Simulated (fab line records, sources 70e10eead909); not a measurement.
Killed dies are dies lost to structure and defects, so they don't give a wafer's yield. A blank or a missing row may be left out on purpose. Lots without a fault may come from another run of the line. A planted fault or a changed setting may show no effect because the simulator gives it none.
Which tool did it? | flow nand_harc | 6 lots, 18 wafers sampled, at 5 steps of a route of 1302

WHAT THE GAUGES READ, wafer by wafer
NHARC_END_SORT_01.
lot  | measured     | on        | killed_at_array
L826 | day 27 16:14 | prober-01 | 75 81 75
L837 | day 31 11:29 | prober-02 | 107 54 50

WHICH TOOL RAN EACH LOT (tool, then ch and the chambers of the sampled wafers, then the start)
lot  | NHARC_A_STAIRCASE_STRIP_148         | NHARC_THIN_TSV_STRIP_45              | NHARC_THIN_TSV_ETCHBACK_48         | NHARC_THIN_TSV_PRE_CLEAN_50
L820 | wet_bench-09 ch 1,3,4, day 16 06:08 | plasma_asher-01 ch 0,1, day 24 07:52 | rie_diel-08 ch 0,1,2, day 24 09:08 | pvd_sputter-01, no start
L822 | wet_bench-06 ch 0,5,6, day 17 06:01 | plasma_asher-01 ch 0,1, day 26 07:34 | rie_diel-10 ch 0,2, day 26 08:46   | pvd_sputter-02, no start
L826 | wet_bench-09 ch 1,6,7, day 18 16:20 | plasma_asher-01 ch 1, day 26 16:51   | rie_diel-09 ch 0,1,2, day 26 18:02 | pvd_sputter-01, day 27 16:14 or earlier
L827 | wet_bench-09 ch 0,1,2, day 18 22:13 | plasma_asher-01 ch 0,1, day 26 15:28 | rie_diel-10 ch 1,2,3, day 26 16:43 | pvd_sputter-01, no start
L837 | wet_bench-04 ch 3,4,5, day 23 03:26 | plasma_asher-02 ch 0,1, day 31 00:17 | rie_diel-08 ch 0,1,3, day 31 01:32 | pvd_sputter-03, day 31 11:29 or earlier
L841 | wet_bench-06 ch 2,6,7, day 24 21:00 | plasma_asher-01 ch 0,1, day 32 20:46 | rie_diel-09 ch 1,2, day 32 21:49   | pvd_sputter-03, no start
- NHARC_A_STAIRCASE_STRIP_148: strips in SPM, time 900 s.
- NHARC_THIN_TSV_STRIP_45: strips in O2.
- NHARC_THIN_TSV_ETCHBACK_48: etches the open film in C4F8/Ar, target depth 1028.5 nm, time 405.17 s.
- NHARC_THIN_TSV_PRE_CLEAN_50: time 30 s.

THE ANSWER, worked out from the rows above alone
Rule: what is usual is taken from the lots themselves. Put in order of their means at a reading, lots are off if they are a third of the lots or fewer, leave a main group of 4 or more, and stand apart from it by a gap of 3 or more times the standard deviation of the main group's means; of several such gaps the widest counts. A main group whose means are all the same, to the digits that the tables above print for the reading, isn't used. A lot without any number at a reading at which 4 lots or more have one is off too. The other lots that the step has rows for count as sound.
No lot is off at any reading shown: from this, nothing can be told.

WHAT THE SIMULATOR HAD PUT IN
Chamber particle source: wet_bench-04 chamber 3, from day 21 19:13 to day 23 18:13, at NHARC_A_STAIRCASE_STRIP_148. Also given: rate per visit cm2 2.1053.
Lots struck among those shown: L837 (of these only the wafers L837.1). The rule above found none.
